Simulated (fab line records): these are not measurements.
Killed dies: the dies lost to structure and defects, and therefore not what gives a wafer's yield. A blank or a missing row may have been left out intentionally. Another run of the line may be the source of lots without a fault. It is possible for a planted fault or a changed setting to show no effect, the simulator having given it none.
fab line records	flow nand_harc
record lots=24	wafers=72	last_day=24
route steps=1159 shown A_CONTACT@858
lots untouched by any fault: they come from a run of this same line in which no faults occurred
start_h: the number of hours between the record's first day and the start of the first shown wafer of the lot	wait_h: hours elapsed since this lot's preceding step	" the same as in the row above	L1.1+2: a row that stands for several wafers	- no value present, or no start provided	* or withheld: withheld	< > ~ a bound
route shown NAME@n: names a module that has steps shown in the file, with the first one's number in the route	usual: average and standard deviation across the fault-free wafers	same: alike in all rows	chamber/n: place in a boat	sites: each site's reading	_std_site: how widely they spread, as a standard deviation	_edge_site: the outer-site mean with the inner-site mean subtracted	radius_mm: how far each site lies from the wafer's centre	mask NAME#n: copy n	behind: tool/chamber where the wafer was last shaped	hold: cause of the lot's hold/its duration in hours/its outcome	device: the transistor (n, p or np) that didn't switch	end of line: tests run on the same wafers once the route is complete	for a step that has no rows: nothing shown but its recipe	killed: the dies lost at the first sort to structure and to defects; this is not the yield of the wafer	map: a wafer's dies, x killed, . not, _ none there
set.NAME: the setting that was run; set.NAME@STEP: the one run at that earlier step	model.NAME: the simulator's own value behind a step, which no gauge read
steps of the route over a sample of lots; a table a step, a row a wafer
services: a tool's chamber out of use, with start hour (start_h, from the record's first day; less than 0 if before it), hours out, and reason
## steps
# step NHARC_A_CONTACT_ETCH_48
# recipe target_depth_a=390	over_etch_frac=0.3	time_s=65	ion_energy_ev=80	cf4_flow_sccm=150	ar_flow_sccm=0	rf_w=300	bias_w=100	chemistry=CF4
# usual drypump_motor_current_A=5.6/0.45	oes_product_au=0.997/0.0074	rf_vpp_V=151.0/1.1	showerhead_plenum_p_Torr=1.75/0.049	throttle_valve_pct=13.283/0.0099
lot.wafer	tool	chamber	start_h	wait_h	drypump_motor_current_A	oes_product_au	rf_hours_counter_h	rf_vpp_V	showerhead_plenum_p_Torr	throttle_valve_pct
L076.4	rie_diel-11	3	365.87	0.1	5.0	1.000	64	151.2	1.74	13.290
L076.6	"	2	"	"	6.0	0.995	-	152.5	1.81	13.262
L076.5	"	3	"	"	5.0	0.996	-	151.3	1.74	13.299
L074.2	rie_diel-11	1	377.10	0.1	5.3	1.000	0	149.9	1.68	13.266
L074.4	"	2	"	"	6.0	0.979	0	151.7	1.81	13.287
L074.6	"	3	"	"	5.0	1.000	-	151.1	1.74	13.259
L075.2	rie_diel-11	3	382.40	0.1	5.0	0.995	2	151.2	1.74	13.278
L075.1	"	0	"	"	6.0	0.996	2	151.7	1.76	13.262
L075.6	"	2	"	"	6.0	0.988	-	151.1	1.81	13.266
L078.4	rie_diel-09	0	392.11	0.1	5.5	1.014	49	152.9	1.84	13.283
L078.2	"	2	"	"	5.4	1.006	45	151.6	1.78	13.298
L078.5	"	0	"	"	5.5	1.012	-	151.9	1.84	13.298
L077.1	rie_diel-13	1	396.60	0.1	6.1	1.013	19	150.9	1.75	13.284
L077.3	"	0	"	"	5.6	1.011	16	152.0	1.77	13.291
L077.5	"	2	"	"	6.2	1.005	-	153.8	1.81	13.303
L079.4	rie_diel-13	3	400.95	0.1	5.0	0.986	19	150.4	1.73	13.275
L079.5	"	3	"	"	5.1	1.006	-	149.4	1.73	13.298
L079.6	"	0	"	"	5.6	1.007	-	150.7	1.77	13.284
L080.4	rie_diel-11	1	402.02	0.1	5.4	1.011	8	150.0	1.67	13.268
L080.5	"	1	"	"	5.4	1.008	-	150.2	1.67	13.285
L080.6	"	2	"	"	6.0	0.989	-	152.2	1.81	13.288
L081.1	rie_diel-09	3	409.57	0.1	5.7	1.004	51	151.3	1.70	13.292
L081.3	"	0	"	"	5.5	0.993	54	151.9	1.84	13.290
L081.6	"	3	"	"	5.7	1.000	-	150.3	1.70	13.286
L082.1	rie_diel-13	2	411.95	0.1	6.1	0.995	22	152.5	1.81	13.284
L082.4	"	3	"	"	5.1	0.993	22	150.3	1.73	13.285
L082.2	"	0	"	"	5.6	1.009	22	152.5	1.77	13.281
L084.2	rie_diel-09	2	426.32	0.1	5.4	0.997	55	152.3	1.77	13.268
L084.3	"	0	"	"	5.5	0.992	58	152.4	1.84	13.271
L084.1	"	1	"	"	6.7	0.994	57	151.9	1.83	13.305
L083.1	rie_diel-11	1	427.91	0.1	5.3	1.001	17	151.4	1.67	13.282
L083.2	"	2	"	"	6.0	0.989	18	150.3	1.81	13.276
L083.3	"	3	"	"	5.0	0.988	16	150.4	1.74	13.281
L087.1	rie_diel-11	0	435.41	0.1	6.0	0.998	19	149.1	1.75	13.290
L087.2	"	1	"	"	5.3	1.003	20	149.8	1.67	13.267
L087.6	"	0	"	"	6.0	0.990	-	152.9	1.75	13.276
L086.3	rie_diel-11	3	437.82	0.1	5.0	1.003	22	150.3	1.74	13.284
L086.4	"	0	"	"	6.0	0.991	21	150.7	1.75	13.283
L086.5	"	1	"	"	5.3	1.002	-	150.7	1.67	13.281
L085.1	rie_diel-13	0	445.17	0.1	5.6	0.997	29	150.8	1.77	13.284
L085.2	"	3	"	"	5.1	0.982	25	150.2	1.73	13.276
L085.5	"	1	"	"	6.1	0.990	-	150.4	1.75	13.287
L090.1	rie_diel-11	2	451.79	0.5	6.0	0.996	28	152.8	1.80	13.278
L090.6	"	2	"	"	6.0	1.000	-	149.9	1.80	13.295
L090.5	"	3	"	"	5.0	1.009	-	149.8	1.73	13.285
L089.1	rie_diel-11	3	455.52	0.1	5.0	1.005	30	151.9	1.73	13.286
L089.4	"	0	"	"	6.0	0.995	29	150.6	1.75	13.286
L089.5	"	1	"	"	5.3	1.001	-	150.1	1.67	13.269
L088.1	rie_diel-13	3	465.20	0.1	5.1	0.983	1	150.7	1.73	13.280
L088.5	"	3	"	"	5.1	0.989	-	149.2	1.73	13.288
L088.6	"	0	"	"	5.6	0.995	-	152.4	1.77	13.293
L092.3	rie_diel-13	0	467.82	0.1	5.6	0.993	2	150.9	1.77	13.277
L092.1	"	1	"	"	6.1	0.996	2	150.1	1.75	13.284
L092.5	"	2	"	"	6.2	0.994	-	151.9	1.81	13.279
L091.4	rie_diel-11	2	475.12	0.1	6.0	0.985	37	150.0	1.80	13.282
L091.1	"	3	"	"	5.0	0.989	37	150.0	1.73	13.263
L091.5	"	0	"	"	6.0	1.003	-	151.1	1.75	13.294
L093.2	rie_diel-09	3	482.20	0.1	5.7	0.998	13	148.8	1.69	13.286
L093.3	"	0	"	"	5.5	0.997	11	152.2	1.84	13.277
L093.6	"	0	"	"	5.5	1.004	-	153.5	1.83	13.290
L094.2	rie_diel-13	0	482.96	0.1	5.6	0.998	4	150.7	1.77	13.276
L094.4	"	1	"	"	6.1	0.998	4	151.8	1.75	13.284
L094.5	"	2	"	"	6.1	1.002	-	151.0	1.81	13.285
L095.1	rie_diel-09	3	490.12	0.1	5.7	0.999	15	149.0	1.69	13.292
L095.4	"	0	"	"	5.5	0.987	12	152.3	1.83	13.284
L095.5	"	2	"	"	5.4	0.987	-	151.4	1.77	13.287
L096.2	rie_diel-11	2	494.00	0.1	6.0	0.988	43	150.3	1.80	13.310
L096.4	"	3	"	"	5.0	1.002	43	150.7	1.73	13.291
L096.5	"	1	"	"	5.3	0.999	-	149.4	1.66	13.289
L097.1	rie_diel-11	3	498.51	0.1	5.0	1.001	45	149.7	1.73	13.293
L097.3	"	0	"	"	6.0	1.011	46	149.8	1.74	13.292
L097.2	"	1	"	"	5.3	0.994	47	151.2	1.66	13.292
# step NHARC_A_CONTACT_ETCH_50
# recipe target_depth_a=847	time_s=42.4	cf4_flow_sccm=100	chf3_flow_sccm=30	ar_flow_sccm=0	rf_w=500	bias_w=200	chemistry=CF4/CHF3
# usual drypump_motor_current_A=5.7/0.47	oes_product_au=0.945/0.019	rf_vpp_V=370.2/1.7	showerhead_plenum_p_Torr=1.56/0.045	throttle_valve_pct=16.803/0.0096
lot.wafer	tool	chamber	start_h	wait_h	drypump_motor_current_A	oes_product_au	rf_hours_counter_h	rf_vpp_V	showerhead_plenum_p_Torr	throttle_valve_pct
L076.4	rie_diel-11	2	-	-	6.0	0.931	62	371.8	1.61	16.800
L076.5	"	1	"	"	5.4	0.915	-	368.2	1.49	16.804
L076.6	"	2	"	"	6.0	0.923	-	372.4	1.61	16.810
L074.2	rie_diel-11	3	-	-	5.0	0.936	0	370.1	1.55	16.807
L074.4	"	2	"	"	6.0	0.942	0	372.8	1.61	16.798
L074.6	"	3	"	"	5.0	0.944	-	368.8	1.55	16.788
L075.1	rie_diel-11	3	-	-	5.0	0.979	2	370.2	1.55	16.807
L075.2	"	0	"	"	6.0	0.991	2	369.5	1.56	16.770
L075.6	"	3	"	"	5.0	0.976	-	370.0	1.55	16.794
L078.2	rie_diel-09	0	-	-	5.5	0.927	50	373.7	1.64	16.797
L078.4	"	2	"	"	5.4	0.920	45	371.0	1.58	16.805
L078.5	"	0	"	"	5.5	0.918	-	372.2	1.64	16.806
L077.3	rie_diel-13	1	-	-	6.1	0.968	19	370.0	1.56	16.802
L077.1	"	3	"	"	5.1	0.976	18	369.6	1.54	16.789
L077.5	"	2	"	"	6.1	0.990	-	373.2	1.61	16.797
L079.4	rie_diel-13	3	-	-	5.1	0.960	19	369.5	1.54	16.807
L079.5	"	3	"	"	5.1	0.959	-	369.1	1.54	16.798
L079.6	"	0	"	"	5.6	0.988	-	371.7	1.58	16.809
L080.4	rie_diel-11	0	-	-	6.0	0.947	8	369.9	1.56	16.808
L080.6	"	3	"	"	5.0	0.953	-	368.7	1.55	16.808
L080.5	"	0	"	"	6.0	0.938	-	370.5	1.56	16.817
L081.1	rie_diel-09	3	-	-	5.7	0.931	52	369.7	1.51	16.805
L081.3	"	0	"	"	5.5	0.922	54	372.5	1.64	16.800
L081.6	"	0	"	"	5.5	0.919	-	373.2	1.64	16.803
L082.2	rie_diel-13	2	-	-	6.2	0.962	22	371.4	1.61	16.799
L082.4	"	3	"	"	5.1	0.964	22	367.7	1.54	16.799
L082.1	"	0	"	"	5.6	0.985	22	372.0	1.58	16.794
L084.2	rie_diel-09	2	-	-	5.4	0.931	55	372.6	1.58	16.793
L084.3	"	0	"	"	5.5	0.932	58	372.6	1.64	16.795
L084.1	"	1	"	"	6.7	0.915	57	372.0	1.63	16.812
L083.1	rie_diel-11	1	-	-	5.3	0.951	17	368.7	1.49	16.802
L083.3	"	3	"	"	5.0	0.966	17	368.8	1.55	16.818
L083.2	"	0	"	"	6.0	0.956	16	371.1	1.56	16.799
L087.1	rie_diel-11	0	-	-	6.0	0.948	20	371.2	1.56	16.796
L087.2	"	1	"	"	5.3	0.971	21	366.5	1.49	16.825
L087.6	"	0	"	"	6.0	0.944	-	369.8	1.56	16.789
L086.3	rie_diel-11	1	-	-	5.4	0.947	22	368.5	1.48	16.804
L086.4	"	2	"	"	6.0	0.931	24	372.2	1.61	16.799
L086.5	"	1	"	"	5.4	0.950	-	367.5	1.48	16.811
L085.2	rie_diel-13	1	-	-	6.1	0.961	30	369.9	1.56	16.796
L085.1	"	0	"	"	5.6	0.966	29	370.9	1.57	16.810
L085.5	"	0	"	"	5.6	0.971	-	370.6	1.57	16.807
L090.1	rie_diel-11	3	-	-	5.0	0.937	28	370.0	1.54	16.797
L090.6	"	1	"	"	5.3	0.946	-	370.0	1.48	16.815
L090.5	"	2	"	"	6.0	0.931	-	371.9	1.60	16.817
L089.4	rie_diel-11	3	-	-	5.0	0.937	30	368.2	1.54	16.793
L089.1	"	0	"	"	6.0	0.918	29	369.3	1.55	16.808
L089.5	"	0	"	"	6.0	0.924	-	369.7	1.56	16.815
L088.1	rie_diel-13	3	-	-	5.1	0.953	1	368.4	1.54	16.787
L088.6	"	2	"	"	6.1	0.959	-	371.3	1.61	16.803
L088.5	"	3	"	"	5.0	0.949	-	369.1	1.54	16.799
L092.1	rie_diel-13	1	-	-	6.1	0.973	2	370.6	1.55	16.802
L092.3	"	3	"	"	5.0	0.958	3	367.7	1.54	16.801
L092.5	"	1	"	"	6.1	0.968	-	368.0	1.55	16.819
L091.1	rie_diel-11	2	-	-	6.0	0.921	38	371.6	1.60	16.818
L091.4	"	3	"	"	5.0	0.939	37	370.2	1.54	16.796
L091.5	"	2	"	"	6.0	0.924	-	371.6	1.60	16.799
L093.2	rie_diel-09	0	-	-	5.5	0.953	11	373.8	1.63	16.789
L093.3	"	2	"	"	5.4	0.965	13	369.9	1.57	16.798
L093.6	"	0	"	"	5.5	0.955	-	371.7	1.63	16.795
L094.4	rie_diel-13	3	-	-	5.1	0.947	5	368.9	1.54	16.806
L094.2	"	1	"	"	6.1	0.941	4	369.7	1.55	16.795
L094.5	"	2	"	"	6.2	0.953	-	372.7	1.61	16.802
L095.1	rie_diel-09	3	-	-	5.7	0.939	15	367.6	1.51	16.813
L095.4	"	1	"	"	6.7	0.918	-	371.0	1.63	16.821
L095.5	"	3	"	"	5.7	0.925	-	369.2	1.51	16.788
L096.2	rie_diel-11	0	-	-	6.0	0.938	44	370.7	1.55	16.820
L096.4	"	2	"	"	6.0	0.914	43	370.1	1.60	16.791
L096.5	"	3	"	"	5.0	0.929	-	368.4	1.54	16.794
L097.1	rie_diel-11	2	-	-	6.0	0.913	46	372.3	1.60	16.804
L097.3	"	3	"	"	5.0	0.942	45	369.7	1.54	16.814
L097.2	"	0	"	"	6.0	0.934	46	370.3	1.55	16.788
# step NHARC_A_CONTACT_ETCH_116
# recipe source_w=withheld	pressure_mtorr=20	bias_v=3000	time_s=94	target_depth_a=9220	ar_flow_sccm=withheld	c4f8_flow_sccm=withheld	o2_flow_sccm=withheld	chemistry=C4F8/O2/Ar
lot.wafer	tool	chamber	start_h	wait_h	rf_hours_counter_h
L076.4	har_cap_etch-03	0	367.64	0.1	-
L076.5	"	0	"	"	-
L076.6	"	1	"	"	-
L074.2	har_cap_etch-03	0	378.82	0.1	87
L074.4	"	0	"	"	-
L074.6	"	0	"	"	-
L075.1	har_cap_etch-03	1	384.14	0.1	88
L075.2	"	0	"	"	88
L075.6	"	0	"	"	-
L078.2	har_cap_etch-01	0	394.19	0.1	59
L078.4	"	1	"	"	-
L078.5	"	0	"	"	-
L077.1	har_cap_etch-03	1	398.34	0.1	90
L077.3	"	0	"	"	-
L077.5	"	0	"	"	-
L079.4	har_cap_etch-03	0	402.71	0.1	-
L079.6	"	0	"	"	-
L079.5	"	1	"	"	-
L080.4	har_cap_etch-02	0	403.88	0.1	-
L080.6	"	0	"	"	-
L080.5	"	1	"	"	-
L081.1	har_cap_etch-01	1	411.69	0.1	63
L081.3	"	0	"	"	-
L081.6	"	0	"	"	-
L082.1	har_cap_etch-02	1	413.70	0.1	15
L082.2	"	0	"	"	15
L082.4	"	1	"	"	-
L084.2	har_cap_etch-01	1	428.06	0.1	66
L084.1	"	0	"	"	66
L084.3	"	0	"	"	-
L083.1	har_cap_etch-03	0	429.67	0.1	96
L083.2	"	1	"	"	96
L083.3	"	0	"	"	-
L087.2	har_cap_etch-02	0	437.30	0.1	19
L087.1	"	1	"	"	19
L087.6	"	0	"	"	-
L086.4	har_cap_etch-01	0	439.68	0.1	-
L086.3	"	1	"	"	-
L086.5	"	0	"	"	-
L085.2	har_cap_etch-02	1	447.13	0.1	21
L085.1	"	0	"	"	21
L085.5	"	0	"	"	-
L090.1	har_cap_etch-02	1	453.57	0.1	23
L090.6	"	0	"	"	-
L090.5	"	1	"	"	-
L089.1	har_cap_etch-02	1	457.26	0.1	24
L089.4	"	0	"	"	-
L089.5	"	1	"	"	-
L088.1	har_cap_etch-03	0	467.15	0.1	103
L088.6	"	1	"	"	-
L088.5	"	0	"	"	-
L092.1	har_cap_etch-02	0	469.55	0.1	26
L092.3	"	0	"	"	-
L092.5	"	1	"	"	-
L091.1	har_cap_etch-01	1	476.86	0.1	76
L091.4	"	1	"	"	-
L091.5	"	1	"	"	-
L093.2	har_cap_etch-03	0	484.38	0.1	105
L093.3	"	0	"	"	-
L093.6	"	0	"	"	-
L094.2	har_cap_etch-02	0	484.75	0.1	29
L094.4	"	0	"	"	-
L094.5	"	0	"	"	-
L095.1	har_cap_etch-02	0	492.06	0.1	31
L095.4	"	1	"	"	-
L095.5	"	0	"	"	-
L096.2	har_cap_etch-03	1	495.91	0.1	108
L096.4	"	1	"	"	-
L096.5	"	0	"	"	-
L097.2	har_cap_etch-03	0	500.94	0.1	109
L097.1	"	1	"	"	109
L097.3	"	0	"	"	-
# step NHARC_A_CONTACT_DEP_58
# recipe target_thk_a=600	target_thk_nm=60	temp_c=400	pressure_torr=3.5	flow_sccm=200	rf_w=350	material=SiON
# usual heater_power_w=733/70	susceptor_temp_C=400.02/0.21
lot.wafer	tool	chamber	start_h	wait_h	heater_power_w	susceptor_temp_C
L076.4	pecvd-02	0	371.80	0.7	716	399.95
L076.5	"	1	"	"	734	399.99
L076.6	"	2	"	"	672	400.42
L074.2	pecvd-01	0	383.30	1.3	756	399.40
L074.4	"	1	"	"	866	400.04
L074.6	"	2	"	"	679	399.99
L075.1	pecvd-02	2	390.49	1.5	653	399.76
L075.2	"	0	"	"	776	400.06
L075.6	"	2	"	"	644	399.72
L078.2	pecvd-04	2	398.80	1.2	678	400.10
L078.4	"	2	"	"	661	400.46
L078.5	"	0	"	"	786	399.76
L077.1	pecvd-02	1	402.71	1.5	677	400.43
L077.3	"	2	"	"	664	400.07
L077.5	"	0	"	"	766	400.04
L079.6	pecvd-04	0	407.24	0.1	839	399.84
L079.4	"	1	"	"	707	400.03
L079.5	"	2	"	"	732	400.17
L080.6	pecvd-04	2	409.65	0.1	648	400.21
L080.5	"	0	"	"	822	400.22
L080.4	"	1	"	"	731	399.65
L081.1	pecvd-01	1	416.98	1.5	765	399.89
L081.3	"	2	"	"	784	399.85
L081.6	"	0	"	"	707	400.12
L082.2	pecvd-02	0	420.73	1.4	784	399.70
L082.1	"	2	"	"	619	400.44
L082.4	"	2	"	"	634	400.14
L084.1	pecvd-02	2	432.31	1.5	674	399.95
L084.3	"	0	"	"	769	400.00
L084.2	"	1	"	"	778	400.17
L083.2	pecvd-02	2	434.98	1.2	558	399.99
L083.1	"	0	"	"	650	399.75
L083.3	"	1	"	"	765	400.05
L087.2	pecvd-02	0	442.41	1.5	736	400.33
L087.1	"	2	"	"	657	400.00
L087.6	"	0	"	"	725	400.06
L086.3	pecvd-01	2	444.49	0.9	825	399.62
L086.4	"	1	"	"	853	400.10
L086.5	"	0	"	"	786	399.75
L085.2	pecvd-04	2	453.40	1.2	658	399.91
L085.1	"	0	"	"	848	399.87
L085.5	"	2	"	"	650	399.95
L090.1	pecvd-01	1	458.40	1.5	789	399.76
L090.5	"	0	"	"	740	400.10
L090.6	"	1	"	"	800	399.68
L089.1	pecvd-02	0	462.11	1.4	790	400.01
L089.5	"	1	"	"	733	400.18
L089.4	"	2	"	"	667	400.22
L088.1	pecvd-04	2	471.88	1.5	712	400.09
L088.5	"	0	"	"	785	400.34
L088.6	"	1	"	"	737	399.96
L092.3	pecvd-01	2	473.69	0.9	834	399.95
L092.1	"	1	"	"	819	400.01
L092.5	"	1	"	"	795	400.20
L091.1	pecvd-04	0	486.23	1.5	819	400.05
L091.4	"	2	"	"	678	400.12
L091.5	"	0	"	"	794	400.00
L094.2	pecvd-02	2	489.07	1.2	635	400.14
L094.4	"	2	"	"	636	399.82
L094.5	"	0	"	"	651	400.05
L093.2	pecvd-04	0	490.82	1.2	728	400.34
L093.3	"	1	"	"	685	399.80
L093.6	"	2	"	"	728	399.97
L095.1	pecvd-02	0	496.27	1.5	807	400.24
L095.4	"	1	"	"	743	400.04
L095.5	"	2	"	"	587	399.73
L096.2	pecvd-02	2	500.70	1.2	551	399.96
L096.4	"	0	"	"	739	399.86
L096.5	"	1	"	"	782	400.01
L097.3	pecvd-02	2	505.42	0.9	654	399.96
L097.2	"	0	"	"	786	400.26
L097.1	"	1	"	"	726	399.97
# step NHARC_A_CONTACT_ETCH_132
# recipe source_w=withheld	pressure_mtorr=20	bias_v=1200	time_s=156	target_depth_a=9580	ar_flow_sccm=withheld	c4f8_flow_sccm=withheld	o2_flow_sccm=withheld	chemistry=C4F8/O2/Ar
lot.wafer	tool	chamber	start_h	wait_h	rf_hours_counter_h
L076.4	har_cap_etch-03	0	375.06	0.1	-
L076.6	"	1	"	"	-
L076.5	"	0	"	"	-
L074.2	har_cap_etch-02	1	386.47	0.1	10
L074.4	"	0	"	"	-
L074.6	"	0	"	"	-
L075.2	har_cap_etch-02	0	393.96	0.1	11
L075.1	"	1	"	"	11
L075.6	"	1	"	"	-
L078.2	har_cap_etch-01	0	402.03	0.1	61
L078.4	"	0	"	"	-
L078.5	"	0	"	"	-
L077.1	har_cap_etch-01	1	405.84	0.1	62
L077.3	"	1	"	"	-
L077.5	"	1	"	"	-
L079.4	har_cap_etch-02	0	410.42	0.1	-
L079.5	"	0	"	"	-
L079.6	"	1	"	"	-
L080.4	har_cap_etch-03	0	412.93	0.1	-
L080.6	"	1	"	"	-
L080.5	"	0	"	"	-
L081.1	har_cap_etch-01	1	420.19	0.1	66
L081.3	"	0	"	"	-
L081.6	"	1	"	"	-
L082.2	har_cap_etch-03	1	423.95	0.1	95
L082.1	"	0	"	"	95
L082.4	"	1	"	"	-
L084.1	har_cap_etch-01	1	436.18	0.1	68
L084.2	"	0	"	"	68
L084.3	"	0	"	"	-
L083.1	har_cap_etch-03	1	438.73	0.1	98
L083.2	"	0	"	"	98
L083.3	"	1	"	"	-
L087.1	har_cap_etch-03	1	445.85	0.1	99
L087.2	"	0	"	"	99
L087.6	"	0	"	"	-
L086.4	har_cap_etch-01	1	447.82	0.1	-
L086.3	"	0	"	"	-
L086.5	"	1	"	"	-
L085.1	har_cap_etch-01	1	456.79	0.1	73
L085.2	"	0	"	"	73
L085.5	"	0	"	"	-
L090.1	har_cap_etch-03	1	461.63	0.1	102
L090.6	"	0	"	"	-
L090.5	"	1	"	"	-
L089.1	har_cap_etch-02	1	465.74	0.1	26
L089.4	"	0	"	"	-
L089.5	"	1	"	"	-
L088.1	har_cap_etch-03	0	475.85	0.2	104
L088.6	"	0	"	"	-
L088.5	"	1	"	"	-
L092.1	har_cap_etch-02	0	476.94	0.1	28
L092.3	"	0	"	"	-
L092.5	"	0	"	"	-
L091.1	har_cap_etch-01	1	489.80	0.2	78
L091.4	"	0	"	"	-
L091.5	"	1	"	"	-
L094.2	har_cap_etch-03	1	492.57	0.2	107
L094.4	"	1	"	"	-
L094.5	"	1	"	"	-
L093.2	har_cap_etch-01	0	494.55	0.2	79
L093.3	"	1	"	"	-
L093.6	"	1	"	"	-
L095.1	har_cap_etch-01	0	499.95	0.2	81
L095.4	"	0	"	"	-
L095.5	"	0	"	"	-
L096.2	har_cap_etch-01	1	504.43	0.2	82
L096.4	"	0	"	"	-
L096.5	"	0	"	"	-
L097.1	har_cap_etch-03	1	509.52	0.2	111
L097.2	"	0	"	"	111
L097.3	"	1	"	"	-
# step NHARC_A_CONTACT_ETCH_91
# recipe target_depth_a=400	over_etch_frac=0.5	time_s=85.7	ion_energy_ev=120	ch3f_flow_sccm=50	o2_flow_sccm=30	ar_flow_sccm=200	rf_w=500	bias_w=100	chemistry=CH3F/O2
# usual drypump_motor_current_A=5.7/0.47	oes_product_au=0.933/0.023	rf_vpp_V=244.3/1.3	showerhead_plenum_p_Torr=2.45/0.062	throttle_valve_pct=20.663/0.0083
lot.wafer	tool	chamber	start_h	wait_h	drypump_motor_current_A	oes_product_au	rf_hours_counter_h	rf_vpp_V	showerhead_plenum_p_Torr	throttle_valve_pct
L076.4	rie_diel-13	3	375.73	0.4	5.1	0.926	16	244.4	2.40	20.663
L076.5	"	1	"	"	6.1	0.933	-	243.9	2.44	20.657
L076.6	"	2	"	"	6.1	0.923	-	245.6	2.52	20.681
L074.2	rie_diel-09	2	387.16	0.5	5.4	0.920	43	244.3	2.47	20.683
L074.4	"	0	"	"	5.5	0.929	46	246.2	2.56	20.659
L074.6	"	2	"	"	5.4	0.918	-	246.3	2.47	20.664
L075.2	rie_diel-13	2	394.67	0.5	6.1	0.927	18	247.6	2.52	20.660
L075.1	"	1	"	"	6.1	0.937	19	244.9	2.43	20.657
L075.6	"	2	"	"	6.2	0.933	-	244.7	2.52	20.684
L078.4	rie_diel-13	3	402.77	0.5	5.1	0.924	20	243.8	2.40	20.661
L078.2	"	0	"	"	5.5	0.929	19	244.0	2.46	20.674
L078.5	"	2	"	"	6.1	0.934	-	246.0	2.52	20.677
L077.3	rie_diel-13	3	406.54	0.4	5.1	0.925	21	244.0	2.40	20.663
L077.1	"	0	"	"	5.6	0.926	20	244.9	2.46	20.664
L077.5	"	2	"	"	6.1	0.938	-	245.6	2.52	20.671
L079.4	rie_diel-09	0	411.13	0.5	5.5	0.923	55	244.6	2.56	20.663
L079.6	"	1	"	"	6.7	0.920	-	245.7	2.56	20.661
L079.5	"	2	"	"	5.4	0.918	-	243.7	2.47	20.667
L080.4	rie_diel-11	2	413.57	0.4	6.0	0.915	14	245.2	2.51	20.659
L080.5	"	2	"	"	6.0	0.922	-	244.3	2.51	20.667
L080.6	"	3	"	"	5.0	0.921	-	243.4	2.41	20.657
L081.1	rie_diel-09	0	420.96	0.6	5.5	0.928	57	244.8	2.56	20.664
L081.3	"	2	"	"	5.4	0.933	54	244.2	2.47	20.653
L081.6	"	0	"	"	5.5	0.935	-	246.1	2.56	20.651
L082.2	rie_diel-09	3	424.68	0.5	5.7	0.929	56	243.3	2.36	20.667
L082.4	"	0	"	"	5.5	0.924	58	247.3	2.56	20.672
L082.1	"	1	"	"	6.7	0.921	57	245.7	2.55	20.674
L084.1	rie_diel-13	0	436.95	0.6	5.6	0.919	27	244.5	2.46	20.664
L084.2	"	0	"	"	5.6	0.920	-	245.4	2.46	20.675
L084.3	"	0	"	"	5.6	0.926	-	245.1	2.46	20.649
L083.1	rie_diel-13	0	439.45	0.5	5.6	0.927	27	244.0	2.46	20.659
L083.2	"	3	"	"	5.0	0.989	24	243.5	2.40	20.662
L083.3	"	0	"	"	5.6	0.931	-	243.3	2.46	20.663
L087.2	rie_diel-11	3	446.56	0.5	5.0	0.924	27	242.8	2.41	20.664
L087.1	"	1	"	"	5.3	0.930	26	242.2	2.31	20.665
L087.6	"	0	"	"	6.0	0.920	-	244.1	2.43	20.667
L086.3	rie_diel-13	1	448.50	0.4	6.1	0.919	31	244.7	2.43	20.676
L086.5	"	0	"	"	5.6	0.930	-	244.8	2.46	20.655
L086.4	"	1	"	"	6.1	0.925	-	244.0	2.43	20.657
L085.1	rie_diel-11	1	457.52	0.5	5.3	0.944	30	242.5	2.31	20.665
L085.2	"	2	"	"	6.0	0.917	31	244.9	2.51	20.668
L085.5	"	0	"	"	6.0	0.928	-	245.1	2.43	20.661
L090.1	rie_diel-11	2	462.32	0.5	6.0	0.916	32	243.9	2.51	20.646
L090.6	"	2	"	"	6.0	0.918	-	244.6	2.51	20.672
L090.5	"	3	"	"	5.0	0.937	-	243.7	2.41	20.663
L089.4	rie_diel-09	0	466.54	0.5	5.5	0.923	8	245.0	2.56	20.674
L089.1	"	3	"	"	5.7	0.926	10	244.3	2.35	20.680
L089.5	"	1	"	"	6.8	0.918	-	247.9	2.55	20.665
L088.1	rie_diel-13	1	476.88	0.7	6.1	0.925	3	242.1	2.43	20.670
L088.6	"	1	"	"	6.1	0.918	-	244.5	2.43	20.673
L088.5	"	2	"	"	6.1	0.918	-	245.6	2.52	20.659
L092.3	rie_diel-13	3	477.63	0.4	5.1	0.913	4	244.6	2.40	20.668
L092.1	"	0	"	"	5.6	0.924	4	243.1	2.46	20.655
L092.5	"	3	"	"	5.1	0.923	-	245.3	2.40	20.663
L091.1	rie_diel-13	2	490.66	0.6	6.1	0.920	6	245.7	2.52	20.657
L091.4	"	2	"	"	6.2	0.923	-	242.8	2.51	20.675
L091.5	"	3	"	"	5.1	0.923	-	243.9	2.40	20.682
L094.2	rie_diel-11	2	493.42	0.6	6.0	0.916	43	244.4	2.50	20.669
L094.4	"	3	"	"	5.0	0.931	43	243.4	2.40	20.656
L094.5	"	3	"	"	5.0	0.933	-	244.8	2.40	20.643
L093.2	rie_diel-13	2	495.40	0.6	6.1	0.925	6	244.7	2.51	20.667
L093.3	"	3	"	"	5.1	0.933	6	243.4	2.40	20.670
L093.6	"	3	"	"	5.1	0.922	-	244.6	2.40	20.656
L095.1	rie_diel-11	3	500.79	0.6	5.0	0.923	46	243.9	2.40	20.649
L095.4	"	0	"	"	6.0	0.940	47	243.5	2.42	20.666
L095.5	"	3	"	"	5.0	0.931	-	245.0	2.40	20.662
L096.4	rie_diel-13	0	505.25	0.5	5.6	0.998	8	245.8	2.46	20.658
L096.2	"	3	"	"	5.0	0.989	8	244.5	2.40	20.658
L096.5	"	0	"	"	5.6	1.000	-	245.4	2.46	20.650
L097.3	rie_diel-13	2	510.37	0.5	6.1	0.994	10	245.1	2.51	20.675
L097.1	"	3	"	"	5.1	0.992	10	243.1	2.40	20.664
L097.2	"	0	"	"	5.6	1.006	9	243.3	2.46	20.661
## services
tool	chamber	start_h	hours	kind
rie_diel-13	0	346.28	8.2	repair
rie_diel-11	0	347.46	-	clean
rie_diel-11	1	347.46	-	clean
rie_diel-11	2	347.46	-	clean
rie_diel-11	3	347.46	-	clean
har_cap_etch-02	-	351.16	0.7	repair
rie_diel-11	1	352.19	8.8	repair
rie_diel-11	-	367.85	9.0	pm
rie_diel-11	0	367.85	9.0	vent_cycle
rie_diel-11	1	367.85	9.0	vent_cycle
rie_diel-13	-	369.96	1.1	repair
pecvd-04	-	376.24	13.0	pm
rie_diel-09	-	407.74	0.8	repair
har_cap_etch-03	-	413.83	5.9	repair
rie_diel-09	-	414.50	0.5	repair
pecvd-01	-	418.61	13.0	pm
rie_diel-13	3	421.97	15.2	repair
rie_diel-13	2	430.23	30.7	repair
rie_diel-09	-	432.03	9.0	pm
rie_diel-13	1	435.15	6.1	repair
rie_diel-09	0	449.41	8.0	repair
rie_diel-13	-	453.00	9.0	pm
pecvd-04	-	478.30	5.0	repair
rie_diel-13	0	487.25	4.7	repair
## key
fault none
